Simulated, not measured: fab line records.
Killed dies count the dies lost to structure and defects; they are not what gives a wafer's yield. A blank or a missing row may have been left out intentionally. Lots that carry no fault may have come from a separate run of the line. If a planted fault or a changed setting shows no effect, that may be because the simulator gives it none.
fab line records    flow nand_harc
record lots=6  wafers=18  last_day=25
route steps=1159 shown P_STI@76 END@1159
lots that met no fault: taken from a fault-free run of the same line
start_h: hours from the record's opening day to when the first of the lot's shown wafers began    wait_h: hours elapsed since this lot's preceding step    " the same as in the row above    L1.1+2: several wafers, shown together as one row    - no value, or no start given    * or withheld: withheld    < > ~ a bound
route shown NAME@n: a module of which the file shows steps, and the number in the route of the first    usual: the fault-free wafers' mean and standard deviation    same: alike in all rows    chamber/n: place in a boat    sites: each site's reading    _std_site: the standard deviation of these    _edge_site: outer sites' mean less inner sites'    radius_mm: for every site, how far away it sits from the centre of the wafer    mask NAME#n: copy n    behind: the most recent tool/chamber to have shaped the wafer    hold: why the lot went on hold/how many hours it stayed there/how the hold came to an end    device: the transistor (n, p or np) that didn't switch    end of line: the same wafers' tests at the end of the route    where a step has no rows: the recipe by itself    killed: the dies lost at the first sort to structure and to defects; this is not the yield of the wafer    map: dies across one wafer; x = killed, . = not, _ = none there
set.NAME: setting as actually run; set.NAME@STEP: the setting as run at that earlier step    model.NAME: the simulator's own value behind a step, which no gauge read
lots at selected steps of the route; one table per step, one row per wafer
services: the hour from which a tool's chamber was out of use, counted from the record's first day as start_h (under 0 if before that day), plus the number of hours and why
## steps
# step NHARC_P_STI_COAT_41
# recipe temp_c=200  time_s=65
# step NHARC_P_STI_COAT_03
# recipe spin_rpm=2000  resist_thk_nm=600
# step NHARC_P_STI_SOFTBAKE_04
# recipe temp_c=125  time_s=70
# step NHARC_P_STI_EBR_05
# step NHARC_P_STI_EXPOSE_06
# recipe na=0.55  target_cd_nm=200  dose_mj=37.69  mask_id=P_STI
# step NHARC_P_STI_PEB_07
# recipe peb_temp_c=128  peb_time_s=80
# step NHARC_P_STI_DEVELOP_08
# recipe time_s=50  dev_temp_c=22
# step NHARC_P_STI_CD_MEAS_09
# recipe target_cd_nm=200  landing_energy_ev=500
# usual cd_nm=200.7/2.4
lot.wafer  tool       chamber  start_h  wait_h  cd_nm
L812.1     cd_sem-01  0        53.58    -       197.9
L812.3     "          0        "        "       200.8
L812.5     "          0        "        "       202.6
L824.2     cd_sem-02  0        118.73   -       200.3
L824.5     "          0        "        "       200.7
L824.6     "          0        "        "       203.6
L828.2     cd_sem-03  0        145.37   -       202.3
L828.4     "          0        "        "       204.2
L828.6     "          0        "        "       204.4
L831.1     cd_sem-03  0        160.69   -       202.2
L831.3     "          0        "        "       203.9
L831.5     "          0        "        "       203.6
L832.4     cd_sem-03  0        168.88   -       198.5
L832.5     "          0        "        "       201.4
L832.6     "          0        "        "       200.2
L833.1     cd_sem-03  0        175.98   -       202.0
L833.3     "          0        "        "       202.1
L833.5     "          0        "        "       201.8
# step NHARC_P_STI_OVL_MEAS_10
# usual overlay_x_nm=1/6.1  overlay_y_nm=1/5.5
lot.wafer  tool        chamber  start_h  wait_h  overlay_x_nm  overlay_y_nm
L812.1     overlay-02  -        53.66    -       1             4
L812.3     "           -        "        "       0             3
L812.5     "           -        "        "       1             4
L824.2     overlay-01  -        118.82   -       2             -5
L824.5     "           -        "        "       1             -5
L824.6     "           -        "        "       1             -6
L828.2     overlay-02  -        145.46   -       0             -5
L828.4     "           -        "        "       0             -4
L828.6     "           -        "        "       0             -4
L831.1     overlay-02  -        160.78   -       0             1
L831.3     "           -        "        "       0             1
L831.5     "           -        "        "       0             2
L832.4     overlay-02  -        168.96   -       -4            8
L832.5     "           -        "        "       -3            9
L832.6     "           -        "        "       -3            8
L833.1     overlay-02  -        176.08   -       4             -9
L833.3     "           -        "        "       3             -9
L833.5     "           -        "        "       3             -9
# step NHARC_P_STI_INSPECT_11
# usual raw_defect_count=5.7/2.9
lot.wafer  tool               chamber  start_h  wait_h  raw_defect_count
L812.1     defect_inspect-02  -        53.70    0.0     5
L812.3     "                  -        "        "       5
L812.5     "                  -        "        "       8
L824.2     defect_inspect-01  -        118.86   0.0     1
L824.5     "                  -        "        "       5
L824.6     "                  -        "        "       5
L828.2     defect_inspect-01  -        145.49   0.0     1
L828.4     "                  -        "        "       2
L828.6     "                  -        "        "       8
L831.1     defect_inspect-01  -        160.82   0.0     9
L831.3     "                  -        "        "       8
L831.5     "                  -        "        "       2
L832.4     defect_inspect-02  -        169.00   0.0     2
L832.5     "                  -        "        "       7
L832.6     "                  -        "        "       7
L833.1     defect_inspect-01  -        176.12   0.0     4
L833.3     "                  -        "        "       9
L833.5     "                  -        "        "       6
# step NHARC_P_STI_HARDBAKE_13
# recipe temp_c=118  time_s=65
# step NHARC_P_STI_DESCUM_14
# recipe time_s=3  o2_flow_sccm=200  ar_flow_sccm=0  bias_power_w=0  chemistry=O2
# usual drypump_motor_current_A=5.7/0.62  oes_product_au=1.002/0.01  rf_vpp_V=57.8/0.91  showerhead_plenum_p_Torr=1.91/0.087  throttle_valve_pct=11.312/0.0091
lot.wafer  tool         chamber  start_h  wait_h  drypump_motor_current_A  oes_product_au  rf_hours_counter_h  rf_vpp_V  showerhead_plenum_p_Torr  throttle_valve_pct
L812.1     rie_diel-12  1        53.83    -       4.9                      1.007           1.1                 57.5      1.94                      11.314
L812.3     "            3        "        "       5.4                      0.994           0.9                 58.7      1.81                      11.306
L812.5     "            2        "        "       5.2                      0.987           -                   58.0      1.87                      11.317
L824.2     rie_diel-02  0        119.01   -       6.8                      0.992           4.8                 57.4      1.85                      11.311
L824.5     "            2        "        "       6.1                      0.975           -                   56.6      1.89                      11.318
L824.6     "            3        "        "       6.4                      1.018           -                   56.7      1.79                      11.300
L828.2     rie_diel-12  3        145.64   -       5.4                      0.995           5.3                 57.9      1.81                      11.317
L828.4     "            1        "        "       5.0                      0.999           5.2                 56.7      1.94                      11.306
L828.6     "            2        "        "       5.2                      0.997           -                   56.8      1.87                      11.300
L831.3     rie_diel-02  0        160.96   -       6.8                      1.004           0                   58.1      1.85                      11.308
L831.1     "            2        "        "       6.1                      0.997           0                   57.6      1.89                      11.315
L831.5     "            0        "        "       6.8                      0.989           -                   58.5      1.85                      11.306
L832.4     rie_diel-12  0        169.15   -       6.3                      0.998           7.0                 57.7      1.85                      11.322
L832.6     "            2        "        "       5.2                      1.009           -                   57.0      1.87                      11.314
L832.5     "            3        "        "       5.4                      1.007           -                   57.2      1.81                      11.302
L833.1     rie_diel-01  3        176.26   -       5.2                      1.012           0.7                 57.8      1.94                      11.306
L833.3     "            0        "        "       4.9                      1.005           0.6                 58.4      2.05                      11.324
L833.5     "            0        "        "       4.9                      1.006           -                   58.6      2.05                      11.309
# step NHARC_P_STI_ETCH_42
# recipe target_depth_a=800  overetch_a=240  time_s=61  ion_energy_ev=200  n2_flow_sccm=150  h2_flow_sccm=150  ar_flow_sccm=0  rf_w=400  bias_w=150  chemistry=N2/H2
# usual chamber_pressure_mTorr=30.000/0.027  drypump_motor_current_A=5.7/0.62  oes_product_au=1.002/0.0098  rf_vpp_V=430.3/2.7  showerhead_plenum_p_Torr=2.03/0.094  throttle_valve_pct=14.173/0.0095
lot.wafer  tool         chamber  start_h  wait_h  chamber_pressure_mTorr  drypump_motor_current_A  oes_product_au  rf_hours_counter_h  rf_vpp_V  showerhead_plenum_p_Torr  throttle_valve_pct
L812.1     rie_diel-12  0        53.93    0.1     30.046                  6.3                      0.990           0.9                 429.3     1.98                      14.183
L812.3     "            2        "        "       30.015                  5.2                      1.002           1.2                 428.0     2.00                      14.169
L812.5     "            0        "        "       30.056                  6.3                      0.988           -                   428.8     1.98                      14.168
L824.2     rie_diel-02  1        119.09   0.1     30.003                  5.7                      1.002           4.9                 434.9     2.19                      14.187
L824.6     "            3        "        "       30.015                  6.4                      1.019           -                   425.9     1.91                      14.188
L824.5     "            0        "        "       30.011                  6.8                      1.010           -                   428.5     1.97                      14.184
L828.4     rie_diel-12  0        145.71   0.1     36.976                  6.3                      0.990           5.1                 427.3     1.97                      14.180
L828.2     "            3        "        "       36.965                  5.4                      1.004           5.3                 425.7     1.92                      14.185
L828.6     "            0        "        "       36.949                  6.3                      0.989           -                   429.0     1.97                      14.184
L831.3     rie_diel-02  3        161.04   0.1     29.986                  6.4                      1.007           0.0                 427.6     1.91                      14.179
L831.1     "            0        "        "       29.994                  6.8                      1.010           0.0                 428.7     1.97                      14.175
L831.5     "            3        "        "       29.960                  6.4                      1.005           -                   425.6     1.91                      14.171
L832.4     rie_diel-12  3        169.22   0.1     37.025                  5.4                      0.995           6.9                 427.8     1.92                      14.159
L832.6     "            2        "        "       36.962                  5.2                      1.000           -                   429.4     2.00                      14.180
L832.5     "            3        "        "       36.974                  5.4                      0.996           -                   427.4     1.92                      14.172
L833.1     rie_diel-01  0        176.34   0.1     30.004                  4.9                      1.001           0.7                 433.1     2.19                      14.176
L833.3     "            3        "        "       29.988                  5.3                      1.020           0.7                 430.3     2.06                      14.167
L833.5     "            1        "        "       30.026                  5.7                      0.997           -                   434.5     2.16                      14.185
# step NHARC_P_STI_ETCH_31
# recipe target_depth_a=1089  time_s=54.5  cf4_flow_sccm=100  chf3_flow_sccm=30  ar_flow_sccm=0  rf_w=500  bias_w=200  chemistry=CF4/CHF3
# usual chamber_pressure_mTorr=24.999/0.021  drypump_motor_current_A=5.7/0.59  oes_product_au=0.965/0.016  rf_vpp_V=370.6/2.4  showerhead_plenum_p_Torr=1.57/0.068  throttle_valve_pct=16.801/0.0088
lot.wafer  tool         chamber  start_h  wait_h  chamber_pressure_mTorr  drypump_motor_current_A  oes_product_au  rf_hours_counter_h  rf_vpp_V  showerhead_plenum_p_Torr  throttle_valve_pct
L812.1     rie_diel-12  0        -        -       25.000                  6.3                      0.971           0.9                 368.0     1.53                      16.795
L812.3     "            1        "        "       24.989                  5.0                      0.978           1.1                 372.7     1.60                      16.780
L812.5     "            3        "        "       25.018                  5.4                      0.989           -                   367.3     1.49                      16.803
L824.2     rie_diel-02  2        -        -       25.001                  6.1                      0.947           4.7                 371.6     1.55                      16.809
L824.5     "            1        "        "       24.991                  5.7                      0.983           -                   375.1     1.68                      16.789
L824.6     "            2        "        "       24.997                  6.1                      0.943           -                   370.5     1.55                      16.807
L828.4     rie_diel-12  3        -        -       24.989                  5.4                      0.963           5.3                 368.2     1.49                      16.793
L828.2     "            0        "        "       25.008                  6.2                      0.975           5.2                 367.1     1.53                      16.788
L828.6     "            0        "        "       24.982                  6.3                      0.972           -                   367.9     1.53                      16.792
L831.1     rie_diel-02  0        -        -       25.021                  6.8                      0.970           0.0                 367.5     1.52                      16.799
L831.3     "            2        "        "       24.970                  6.1                      0.983           0.0                 369.1     1.55                      16.808
L831.5     "            1        "        "       24.981                  5.7                      0.980           -                   374.6     1.68                      16.799
L832.4     rie_diel-12  2        -        -       25.006                  5.2                      0.961           7.0                 370.1     1.54                      16.791
L832.6     "            0        "        "       25.021                  6.3                      0.974           -                   367.8     1.53                      16.814
L832.5     "            1        "        "       25.011                  5.0                      0.989           -                   369.9     1.59                      16.793
L833.1     rie_diel-01  0        -        -       25.026                  4.9                      0.963           0.7                 374.7     1.68                      16.798
L833.3     "            2        "        "       24.967                  5.3                      0.971           0.8                 370.8     1.58                      16.809
L833.5     "            3        "        "       24.977                  5.2                      0.977           -                   372.6     1.59                      16.790
# step NHARC_END_SORT_01
# recipe temp_c=25
# usual killed_at_array=26/10  killed_at_other=0.8/1.1  killed_at_periphery=3.3/2.6  killed_dies=30/11  killed_open=3.4/1.8  killed_short=2.0/1.3
# same gross_dies=677
lot.wafer  tool       chamber  start_h  wait_h  killed_at_array  killed_at_other  killed_at_periphery  killed_dies  killed_open  killed_short
L812.1     prober-01  0        456.53   2.5     19               0                3                    22           4            7
L812.3     prober-01  0        458.09   3.1     19               0                1                    20           5            1
L812.5     prober-01  0        459.64   3.6     12               0                4                    16           2            3
L824.2     prober-02  0        507.65   2.8     39               1                0                    40           6            2
L824.5     prober-02  0        510.05   3.7     34               0                5                    39           8            2
L824.6     prober-02  0        510.85   4.0     38               0                4                    42           9            3
L831.1     prober-02  0        556.14   2.5     39               1                1                    41           2            1
L831.3     prober-02  0        557.73   3.1     46               0                5                    51           4            4
L831.5     prober-02  0        559.31   3.7     32               2                8                    42           6            1
L828.2     prober-01  0        556.89   2.8     15               2                2                    19           3            0
L828.4     prober-01  0        558.47   3.4     13               3                1                    17           3            3
L828.6     prober-01  0        560.06   4.0     15               1                1                    17           3            2
L832.4     prober-01  0        566.32   3.4     25               1                14                   40           3            4
L832.5     prober-01  0        567.12   3.7     20               2                8                    30           4            2
L832.6     prober-01  0        567.92   4.0     24               0                11                   35           6            3
L833.1     prober-02  0        592.74   2.5     48               2                5                    55           4            1
L833.3     prober-02  0        594.32   3.1     45               2                3                    50           2            3
L833.5     prober-02  0        595.90   3.7     42               0                7                    49           2            2
# killed by level:class
L812.1 A_CHANNEL_HOLE_D1:chamber_film_flake=4 A_STAIRCASE:chamber_film_flake=4 P_M0:geometric_particle:open=2 A_WL_FILL:geometric_particle:short=2 P_M1:geometric_particle:open=1 A_SOURCE_PLATE:geometric_particle:short=1 A_CHANNEL_HOLE_D1:geometric_particle:short=1 A_CHANNEL_FILL_D1:geometric_particle:short=1
L812.3 A_STAIRCASE:chamber_film_flake=5 A_CHANNEL_HOLE_D1:chamber_film_flake=4 A_SOURCE_PLATE:geometric_particle:open=2 A_ZERO_WELL:chamber_film_flake=2 A_SGD_CUT:geometric_particle:open=1 A_WL_FILL:geometric_particle:short=1 A_CONTACT:geometric_particle:open=1 A_M0:geometric_particle:open=1
L812.5 A_WL_FILL:geometric_particle:short=2 A_BLC:chamber_film_flake=2 P_GATE:chamber_film_flake=2 A_STAIRCASE:chamber_film_flake=2 P_CONTACT:geometric_particle:open=1 A_SOURCE_PLATE:geometric_particle:open=1 A_ONON_D1:geometric_particle:short=1 P_ZERO_WELL:chamber_film_flake=1
L824.2 A_CHANNEL_HOLE_D1:chamber_film_flake=17 A_SLIT:chamber_film_flake=8 A_CONTACT:chamber_film_flake=5 A_CHANNEL_HOLE_D1:geometric_particle:open=2 A_WL_FILL:chamber_film_flake=2 A_SOURCE_PLATE:geometric_particle:open=1 A_WL_FILL:geometric_particle:short=1 A_CONTACT:geometric_particle:open=1
L824.5 A_CHANNEL_HOLE_D1:chamber_film_flake=15 A_SLIT:chamber_film_flake=9 A_CHANNEL_FILL_D1:chamber_film_flake=3 P_GATE:geometric_particle:open=2 P_CONTACT:geometric_particle:open=1 P_M0:geometric_particle:open=1 P_M2:geometric_particle:open=1 A_ONON_D1:geometric_particle:short=1
L824.6 A_SLIT:chamber_film_flake=16 A_CHANNEL_HOLE_D1:chamber_film_flake=8 A_CONTACT:chamber_film_flake=3 P_M0:geometric_particle:open=2 A_ONON_D1:geometric_particle:short=2 A_M0:geometric_particle:open=2 P_STI:geometric_particle:open=1 A_SOURCE_PLATE:geometric_particle:short=1
L831.1 A_SLIT:chamber_film_flake=21 A_CHANNEL_HOLE_D1:chamber_film_flake=15 P_M0:geometric_particle:open=1 A_WL_FILL:geometric_particle:open=1 STARTING-WAFER:geometric_particle:short=1 A_CHANNEL_FILL_D1:chamber_film_flake=1 A_CONTACT:chamber_film_flake=1
L828.2 A_CONTACT:chamber_film_flake=8 A_CHANNEL_HOLE_D1:chamber_film_flake=4 THIN_TSV:chamber_film_flake=2 P_GATE:geometric_particle:open=1 A_CONTACT:geometric_particle:open=1 A_M0:geometric_particle:open=1 P_GATE:chamber_film_flake=1 A_STAIRCASE:chamber_film_flake=1
L831.3 A_CHANNEL_HOLE_D1:chamber_film_flake=16 A_SLIT:chamber_film_flake=16 A_STAIRCASE:chamber_film_flake=4 A_WL_FILL:geometric_particle:short=3 P_STI:chamber_film_flake=3 A_CONTACT:geometric_particle:open=2 A_CONTACT:chamber_film_flake=2 P_M0:geometric_particle:open=1
L828.4 A_CHANNEL_HOLE_D1:chamber_film_flake=3 A_CONTACT:chamber_film_flake=3 THIN_TSV:chamber_film_flake=3 A_CHANNEL_FILL_D1:geometric_particle:short=2 A_CHANNEL_FILL_D1:geometric_particle:open=2 P_M1:geometric_particle:short=1 A_WL_FILL:geometric_particle:open=1 A_CHANNEL_FILL_D1:chamber_film_flake=1
L831.5 A_SLIT:chamber_film_flake=16 A_CHANNEL_HOLE_D1:chamber_film_flake=10 P_STI:chamber_film_flake=4 P_M0:geometric_particle:open=3 A_CONTACT:chamber_film_flake=3 A_SOURCE_PLATE:geometric_particle:open=1 A_CONTACT:geometric_particle:open=1 STARTING-WAFER:geometric_particle:open=1
L828.6 A_CHANNEL_HOLE_D1:chamber_film_flake=6 A_CONTACT:chamber_film_flake=3 P_CONTACT:geometric_particle:short=1 A_ONON_D1:geometric_particle:open=1 A_CONTACT:geometric_particle:open=1 A_BLC:geometric_particle:open=1 A_M0:geometric_particle:short=1 THIN_TSV:chamber_film_flake=1
L832.4 A_CHANNEL_HOLE_D1:chamber_film_flake=11 P_BONDPAD:chamber_film_flake=7 P_M0:chamber_film_flake=4 A_WL_FILL:chamber_film_flake=3 A_CONTACT:chamber_film_flake=3 A_SGD_CUT:chamber_film_flake=2 A_SLIT:chamber_film_flake=2 P_GATE:geometric_particle:open=1
L832.5 A_CHANNEL_HOLE_D1:chamber_film_flake=11 P_BONDPAD:chamber_film_flake=3 P_M0:chamber_film_flake=3 A_WL_FILL:chamber_film_flake=3 A_CONTACT:geometric_particle:open=2 STARTING-WAFER:geometric_particle:short=2 A_STAIRCASE:chamber_film_flake=2 P_CONTACT:geometric_particle:open=1
L832.6 A_CHANNEL_HOLE_D1:chamber_film_flake=7 A_SGD_CUT:chamber_film_flake=5 A_WL_FILL:chamber_film_flake=3 P_CONTACT:geometric_particle:open=2 A_SGD_CUT:geometric_particle:open=2 A_M0:geometric_particle:short=2 P_GATE:chamber_film_flake=2 P_M0:chamber_film_flake=2
L833.1 A_SLIT:chamber_film_flake=31 A_CHANNEL_HOLE_D1:chamber_film_flake=12 A_STAIRCASE:chamber_film_flake=3 P_GATE:chamber_film_flake=2 THIN_TSV:chamber_film_flake=2 P_ZERO_WELL:geometric_particle:open=1 P_CONTACT:geometric_particle:open=1 P_CONTACT:geometric_particle:short=1
L833.3 A_SLIT:chamber_film_flake=18 A_CHANNEL_HOLE_D1:chamber_film_flake=15 A_CONTACT:chamber_film_flake=7 A_WL_FILL:geometric_particle:short=2 THIN_TSV:chamber_film_flake=2 P_M0:geometric_particle:short=1 A_SOURCE_PLATE:geometric_particle:open=1 P_GATE:chamber_film_flake=1
L833.5 A_SLIT:chamber_film_flake=21 A_CHANNEL_HOLE_D1:chamber_film_flake=12 P_GATE:chamber_film_flake=3 P_M0:chamber_film_flake=3 A_CONTACT:chamber_film_flake=3 A_CHANNEL_FILL_D1:geometric_particle:open=1 A_CONTACT:geometric_particle:short=1 A_CONTACT:geometric_particle:open=1
## services
tool         chamber  start_h  hours  kind
rie_diel-12  0        34.40    -      clean
rie_diel-12  1        34.40    -      clean
rie_diel-12  2        34.40    -      clean
rie_diel-12  3        34.40    -      clean
rie_diel-12  0        58.90    -      clean
rie_diel-12  1        58.90    -      clean
rie_diel-12  2        58.90    -      clean
rie_diel-12  3        58.90    -      clean
rie_diel-01  0        66.29    6.0    repair
rie_diel-12  0        83.59    -      clean
rie_diel-12  1        83.59    -      clean
rie_diel-12  2        83.59    -      clean
rie_diel-12  3        83.59    -      clean
rie_diel-12  0        108.09   -      clean
rie_diel-12  1        108.09   -      clean
rie_diel-12  2        108.09   -      clean
rie_diel-12  3        108.09   -      clean
rie_diel-12  3        131.47   5.4    repair
rie_diel-12  0        132.59   -      clean
rie_diel-01  -        137.80   9.0    pm
rie_diel-02  2        141.02   13.8   repair
rie_diel-02  -        149.82   0.2    repair
rie_diel-02  -        150.83   9.0    pm
rie_diel-12  1        153.33   3.8    repair
## key
first_sign step=NHARC_P_STI_ETCH_42  reading=chamber_pressure_mTorr  direction=up  sigmas=99+  usual=30.000  struck=36.975
effect none on later readings
met_at NHARC_P_STI_ETCH_42
struck_wafers L828.2,L828.4,L828.6,L832.4,L832.5,L832.6
tester_left_out L828,L832
onset_between 53.93 145.71
fault kind=process_parameter_drift  tool=rie_diel-12  chamber=-  onset_h=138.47  steps=NHARC_P_STI_ETCH_42  channel=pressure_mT  offset=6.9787  shape=step  end_h=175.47  acts_in=these_recipes_only  stated=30
# tester_left_out: of these lots the tester's yield and bins aren't shown, on N5 and GAA mostly nor the transistor test; their killed dies are dies lost to structure and defects alone, not to doping, threshold or leakage, so they don't give the yield
